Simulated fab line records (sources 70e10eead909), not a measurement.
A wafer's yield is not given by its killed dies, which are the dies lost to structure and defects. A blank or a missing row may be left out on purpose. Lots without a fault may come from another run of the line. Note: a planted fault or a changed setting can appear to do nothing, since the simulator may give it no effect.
Matching of chambers -- flow nand_harc -- NHARC_A_WL_FILL_ALD_10 on ald_hk-01: 4 sister chambers
The step deposits SiO2, target thk 50 nm, pulse time 10 s, ald cycles 500. 18 wafers are shown with their chamber, then 9 later ones without.

WAFERS PAIRED WITH THEIR CHAMBERS
wafer,chamber,heater_power_w (W),precursor_pulse_height_rel
L074.2,1,477,1.052
L074.1,2,463,0.973
L074.5,1,472,1.011
L080.1,0,431,1.028
L080.4,2,462,0.977
L080.6,0,439,1.011
L083.1,0,436,1.015
L083.3,1,471,1.009
L083.4,2,450,0.977
L086.1,0,432,0.973
L086.2,1,470,1.039
L086.5,2,430,1.017
L086.3,3,465,1.021
L086.4,2,431,0.991
L086.6,1,469,0.986
L089.2,2,424,0.994
L089.4,3,467,0.999
L089.6,1,478,0.942

SIGNATURES, as means of the wafers listed above
reading,chamber 0,chamber 1,chamber 2,chamber 3,scatter within a chamber
heater_power_w,434.50,472.83,443.33,466.00,10.7
precursor_pulse_height_rel,1.00675,1.00650,0.98817,1.01000,0.028
Rule: distance of a wafer from a chamber = root of the sum over the readings of ((wafer's reading minus chamber's mean) / reading's scatter) squared. The wafer belongs to the nearest chamber; if the next one is less than 2 further off, it can't be placed. The scatter: the root of (the sum of the squares of (reading less its chamber's mean) over the shown wafers, divided by (wafers less chambers)).

WAFERS MISSING THEIR CHAMBER
wafer,heater_power_w (W),precursor_pulse_height_rel
L091.2,469,0.996
L091.3,439,1.045
L091.4,456,1.003
L093.2,434,1.012
L093.4,452,0.994
L093.5,470,0.998
L095.3,427,1.036
L095.4,478,0.984
L095.5,464,1.007

WHICH CHAMBER EACH WENT THROUGH
wafer,from the rows above,in truth
L091.2,can't be placed: 1 or 3 or 2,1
L091.3,can't be placed: 0 or 2 or 3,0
L091.4,can't be placed: 3 or 2 or 1 or 0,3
L093.2,can't be placed: 0 or 2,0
L093.4,can't be placed: 2 or 3 or 0 or 1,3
L093.5,can't be placed: 1 or 3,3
L095.3,can't be placed: 0 or 2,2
L095.4,can't be placed: 1 or 3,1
L095.5,can't be placed: 3 or 1 or 2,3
Correct placement for 0 of the 9. Unplaceable from these rows: 9, with the true chamber sitting among the candidates in 9. Number placed wrongly: 0.
